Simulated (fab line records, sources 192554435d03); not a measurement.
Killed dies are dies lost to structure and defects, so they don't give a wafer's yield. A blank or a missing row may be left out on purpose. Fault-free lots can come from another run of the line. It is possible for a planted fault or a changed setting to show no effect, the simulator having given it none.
Lot-split experiment / flow n5 finfet / 39 wafers read from 7 lots, route of 1938 steps

== THE SPLIT ==
At N5_BEOL_M2_ILD_DEP_00 (deposits SiOC from DEMS/O2, target thk 79 nm, time 15.3 s), the setting time s was moved away from the recipe's 15.3 s on 15 of the 39 wafers read, by -53.9% to +48.2%. For the rest of the wafers, this setting stayed at what the recipe calls for.

No step appears in the file between the split and the reading.

== THE READING ==
M2_ILD_THK, in nm, at N5_BEOL_M2_THK_MEAS_01. Typical for fault-free wafers on this fab line: 78.7 nm, with standard deviation 0.98 nm.

wafer=L076.1; tool, chamber at the split=pecvd-03, 2; time s as run, s=15.3; against the recipe=recipe; M2_ILD_THK, nm=77.8; against lot-mates on the recipe=-
wafer=L076.2; tool, chamber at the split=pecvd-03, 1; time s as run, s=12.35; against the recipe=-19.3%; M2_ILD_THK, nm=62.8; against lot-mates on the recipe=-15.9
wafer=L076.3; tool, chamber at the split=pecvd-03, 2; time s as run, s=12.35; against the recipe=-19.3%; M2_ILD_THK, nm=63.9; against lot-mates on the recipe=-14.8
wafer=L076.4; tool, chamber at the split=pecvd-03, 1; time s as run, s=12.35; against the recipe=-19.3%; M2_ILD_THK, nm=64.5; against lot-mates on the recipe=-14.2
wafer=L076.5; tool, chamber at the split=pecvd-03, 1; time s as run, s=15.3; against the recipe=recipe; M2_ILD_THK, nm=79.2; against lot-mates on the recipe=-
wafer=L076.6; tool, chamber at the split=pecvd-03, 2; time s as run, s=15.3; against the recipe=recipe; M2_ILD_THK, nm=79.1; against lot-mates on the recipe=-
wafer=L078.1; tool, chamber at the split=pecvd-03, 1; time s as run, s=15.3; against the recipe=recipe; M2_ILD_THK, nm=79.7; against lot-mates on the recipe=-
wafer=L078.2; tool, chamber at the split=pecvd-03, 0; time s as run, s=15.3; against the recipe=recipe; M2_ILD_THK, nm=78.4; against lot-mates on the recipe=-
wafer=L078.3; tool, chamber at the split=pecvd-03, 2; time s as run, s=15.3; against the recipe=recipe; M2_ILD_THK, nm=79.0; against lot-mates on the recipe=-
wafer=L078.4; tool, chamber at the split=pecvd-03, 1; time s as run, s=15.3; against the recipe=recipe; M2_ILD_THK, nm=80.9; against lot-mates on the recipe=-
wafer=L078.5; tool, chamber at the split=pecvd-03, 2,0; time s as run, s=15.3; against the recipe=recipe; M2_ILD_THK, nm=80.3; against lot-mates on the recipe=-
wafer=L078.6; tool, chamber at the split=pecvd-03, 2,0; time s as run, s=15.3; against the recipe=recipe; M2_ILD_THK, nm=80.2; against lot-mates on the recipe=-
wafer=L080.1; tool, chamber at the split=pecvd-04, 1,2; time s as run, s=15.3; against the recipe=recipe; M2_ILD_THK, nm=78.2; against lot-mates on the recipe=-
wafer=L080.2; tool, chamber at the split=pecvd-04, 1,2; time s as run, s=15.3; against the recipe=recipe; M2_ILD_THK, nm=78.1; against lot-mates on the recipe=-
wafer=L080.4; tool, chamber at the split=pecvd-04, 0; time s as run, s=15.3; against the recipe=recipe; M2_ILD_THK, nm=79.8; against lot-mates on the recipe=-
wafer=L081.1; tool, chamber at the split=pecvd-03, 0; time s as run, s=22.26; against the recipe=+45.5%; M2_ILD_THK, nm=113.5; against lot-mates on the recipe=+34.9
wafer=L081.2; tool, chamber at the split=pecvd-03, 1; time s as run, s=15.3; against the recipe=recipe; M2_ILD_THK, nm=78.0; against lot-mates on the recipe=-
wafer=L081.3; tool, chamber at the split=pecvd-03, 2; time s as run, s=22.26; against the recipe=+45.5%; M2_ILD_THK, nm=113.2; against lot-mates on the recipe=+34.6
wafer=L081.4; tool, chamber at the split=pecvd-03, 0; time s as run, s=15.3; against the recipe=recipe; M2_ILD_THK, nm=78.3; against lot-mates on the recipe=-
wafer=L081.5; tool, chamber at the split=pecvd-03, 2; time s as run, s=15.3; against the recipe=recipe; M2_ILD_THK, nm=79.6; against lot-mates on the recipe=-
wafer=L081.6; tool, chamber at the split=pecvd-03, 1; time s as run, s=22.26; against the recipe=+45.5%; M2_ILD_THK, nm=115.6; against lot-mates on the recipe=+37.0
wafer=L083.1; tool, chamber at the split=pecvd-04, 2; time s as run, s=15.3; against the recipe=recipe; M2_ILD_THK, nm=78.0; against lot-mates on the recipe=-
wafer=L083.2; tool, chamber at the split=pecvd-04, 0; time s as run, s=22.68; against the recipe=+48.2%; M2_ILD_THK, nm=115.8; against lot-mates on the recipe=+37.1
wafer=L083.3; tool, chamber at the split=pecvd-04, 1; time s as run, s=15.3; against the recipe=recipe; M2_ILD_THK, nm=78.9; against lot-mates on the recipe=-
wafer=L083.4; tool, chamber at the split=pecvd-04, 2; time s as run, s=15.3; against the recipe=recipe; M2_ILD_THK, nm=79.1; against lot-mates on the recipe=-
wafer=L083.5; tool, chamber at the split=pecvd-04, 1,0; time s as run, s=22.68; against the recipe=+48.2%; M2_ILD_THK, nm=117.3; against lot-mates on the recipe=+38.6
wafer=L083.6; tool, chamber at the split=pecvd-04, 1,0; time s as run, s=22.68; against the recipe=+48.2%; M2_ILD_THK, nm=117.3; against lot-mates on the recipe=+38.6
wafer=L090.1; tool, chamber at the split=pecvd-03, 2; time s as run, s=15.3; against the recipe=recipe; M2_ILD_THK, nm=78.2; against lot-mates on the recipe=-
wafer=L090.2; tool, chamber at the split=pecvd-03, 0; time s as run, s=15.3; against the recipe=recipe; M2_ILD_THK, nm=77.4; against lot-mates on the recipe=-
wafer=L090.3; tool, chamber at the split=pecvd-03, 1; time s as run, s=15.3; against the recipe=recipe; M2_ILD_THK, nm=78.9; against lot-mates on the recipe=-
wafer=L090.4; tool, chamber at the split=pecvd-03, 0; time s as run, s=9.039; against the recipe=-40.9%; M2_ILD_THK, nm=47.1; against lot-mates on the recipe=-31.1
wafer=L090.5; tool, chamber at the split=pecvd-03, 2; time s as run, s=9.039; against the recipe=-40.9%; M2_ILD_THK, nm=47.0; against lot-mates on the recipe=-31.2
wafer=L090.6; tool, chamber at the split=pecvd-03, 1; time s as run, s=9.039; against the recipe=-40.9%; M2_ILD_THK, nm=47.3; against lot-mates on the recipe=-30.9
wafer=L096.1; tool, chamber at the split=pecvd-03, 0; time s as run, s=7.054; against the recipe=-53.9%; M2_ILD_THK, nm=36.9; against lot-mates on the recipe=-42.3
wafer=L096.2; tool, chamber at the split=pecvd-03, 1; time s as run, s=15.3; against the recipe=recipe; M2_ILD_THK, nm=78.4; against lot-mates on the recipe=-
wafer=L096.3; tool, chamber at the split=pecvd-03, 2; time s as run, s=7.054; against the recipe=-53.9%; M2_ILD_THK, nm=36.3; against lot-mates on the recipe=-42.9
wafer=L096.4; tool, chamber at the split=pecvd-03, 2; time s as run, s=15.3; against the recipe=recipe; M2_ILD_THK, nm=79.7; against lot-mates on the recipe=-
wafer=L096.5; tool, chamber at the split=pecvd-03, 0; time s as run, s=7.054; against the recipe=-53.9%; M2_ILD_THK, nm=36.6; against lot-mates on the recipe=-42.6
wafer=L096.6; tool, chamber at the split=pecvd-03, 1; time s as run, s=15.3; against the recipe=recipe; M2_ILD_THK, nm=79.6; against lot-mates on the recipe=-
When a row names more than one chamber, that row covers several wafers, and the file does not tell which wafer ran in which chamber.

FIT RESULTS
A straight line over all 39 wafers: M2_ILD_THK changes by +0.781 nm for each +1% of time s; r = +1.00; the points scatter about the line by 0.84 nm.
The same after taking each lot's own level away (the mean of its wafers on the recipe; 39 wafers): +0.782 nm for each +1%; r = +1.00; scatter 0.77 nm.
On that fit, the largest move of time s shifts the reading by 42 nm.
The span of the lots' own levels, 78.17 to 79.75 nm, comes to 1.6 times the standard deviation stated above.
Hence the lot-to-lot level has little effect on the slope; both slopes agree.
Check: with one of the wafers moved furthest among these (-53.9%) left out of the fit, the line predicts -42 nm for it against its lot-mates. Against them it came out at -42.3 nm.

== FURTHER SPLITS ON THESE WAFERS ==
Other splits were also applied to these wafers ahead of the reading. Each is held against what the fit with the lots' levels taken away leaves over:
other split on the same wafers=N5_PMOS_HMC_CHANNEL_EPI_HM_DEP_34 time s; wafers away from the commonest value=12; r with M2_ILD_THK (lot level and that fit taken away)=+0.08
other split on the same wafers=N5_SD_EPI_N_EPI_21 epi growth time s; wafers away from the commonest value=15; r with M2_ILD_THK (lot level and that fit taken away)=-0.16
other split on the same wafers=N5_HKMG_FIN_DEVELOP_11 develop time s; wafers away from the commonest value=15; r with M2_ILD_THK (lot level and that fit taken away)=-0.07
other split on the same wafers=N5_MOL_CONTACT_COAG_ALD_133 ald cycles; wafers away from the commonest value=18; r with M2_ILD_THK (lot level and that fit taken away)=+0.26
other split on the same wafers=N5_BEOL_M0_SAQP_ETCH_106 target depth a; wafers away from the commonest value=12; r with M2_ILD_THK (lot level and that fit taken away)=+0.02

== THE WHOLE CHAIN: every reading that the file lists as answering this split, in the file's order ==
step=N5_BEOL_M2_ILD_DEP_00; what it does=deposits SiOC from DEMS/O2, target thk 79 nm, time 15.3 s; reading=SiOC_of_BEOL_M2_ILD_DEP_00.thk nm (the simulator's own value, which no gauge read); change (the file's fit)=+0.782 nm for each +1% of the setting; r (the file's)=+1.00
step=N5_BEOL_M2_THK_MEAS_01; what it does=; reading=M2_ILD_THK; change (the file's fit)=+0.782 for each +1% of the setting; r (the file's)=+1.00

== THE FILE'S OWN FIT ==
M2_ILD_THK changes by +0.782 nm for each +1% of time s, r = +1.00.
